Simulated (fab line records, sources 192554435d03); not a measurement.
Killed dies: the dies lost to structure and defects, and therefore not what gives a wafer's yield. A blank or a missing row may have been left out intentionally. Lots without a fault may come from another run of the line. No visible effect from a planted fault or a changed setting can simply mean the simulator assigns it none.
Chamber matching    flow n5-finfet    N5_BEOL_M9_CURE_71 on uv-cure-01 has 3 sister chambers
The step cures SiCOH lowk, time 240 s. 22 wafers are shown with their chamber, then 11 later ones without.

== WAFERS PAIRED WITH THEIR CHAMBERS ==
wafer   chamber  wafer_temp_C_max  lamp-power-pct (%)
L076.1  2        387.4             52.28
L076.2  2        387.2             52.25
L076.5  2        386.9             52.29
L075.2  0        387.7             52.20
L075.3  0        387.3             52.34
L075.4  0        386.9             52.20
L079.1  0        387.7             52.33
L079.4  0        387.1             52.27
L079.5  0        386.7             52.33
L083.1  2        387.0             52.31
L083.2  2        387.3             52.31
L083.6  2        387.3             52.33
L084.2  2        386.4             52.27
L084.3  2        386.8             52.37
L084.6  2        387.1             52.31
L087.3  1        387.6             52.31
L087.4  1        386.7             52.28
L087.5  1        386.4             52.27
L090.3  0        388.1             52.27
L090.4  0        387.5             52.30
L090.5  0        388.6             52.25
L089.1  2        387.1             52.32

SIGNATURES, as means of the wafers listed above
reading           chamber 0  chamber 1  chamber 2  scatter within a chamber
wafer_temp_C_max  387.511    386.900    387.050    0.482
lamp-power-pct    52.2767    52.2867    52.3040    0.0422
Rule: for a wafer and a chamber, the distance is found by dividing, reading by reading, the gap between the wafer's reading and the chamber's mean by the reading's scatter, squaring, summing and taking the root. The wafer belongs to the nearest chamber; if the next one is less than 2 further off, it can't be placed. The scatter is the square root of a quotient: the sum, over the shown wafers, of each reading's squared deviation from its chamber's mean, divided by wafers minus chambers.

== WAFERS WITH NO CHAMBER GIVEN ==
wafer   wafer_temp_C_max  lamp-power-pct (%)
L089.2  386.9             52.21
L089.6  386.8             52.39
L094.1  386.4             52.26
L094.2  386.7             52.25
L094.4  386.2             52.27
L093.1  386.2             52.29
L093.2  386.7             52.31
L093.5  386.5             52.34
L095.1  387.2             52.28
L095.3  387.0             52.26
L095.6  386.6             52.21

== WHICH CHAMBER EACH WENT THROUGH ==
wafer   from the rows above           in truth
L089.2  can't be placed: 1 or 0 or 2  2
L089.6  can't be placed: 2 or 1 or 0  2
L094.1  can't be placed: 1 or 2 or 0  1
L094.2  can't be placed: 1 or 2 or 0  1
L094.4  can't be placed: 1 or 2 or 0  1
L093.1  can't be placed: 1 or 2 or 0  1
L093.2  can't be placed: 1 or 2 or 0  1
L093.5  can't be placed: 2 or 1 or 0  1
L095.1  can't be placed: 1 or 2 or 0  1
L095.3  can't be placed: 1 or 2 or 0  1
L095.6  can't be placed: 1 or 2 or 0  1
0 of 11 placed correctly. Unplaceable from these rows: 11, with the true chamber sitting among the candidates in 11. 0 placed wrongly.
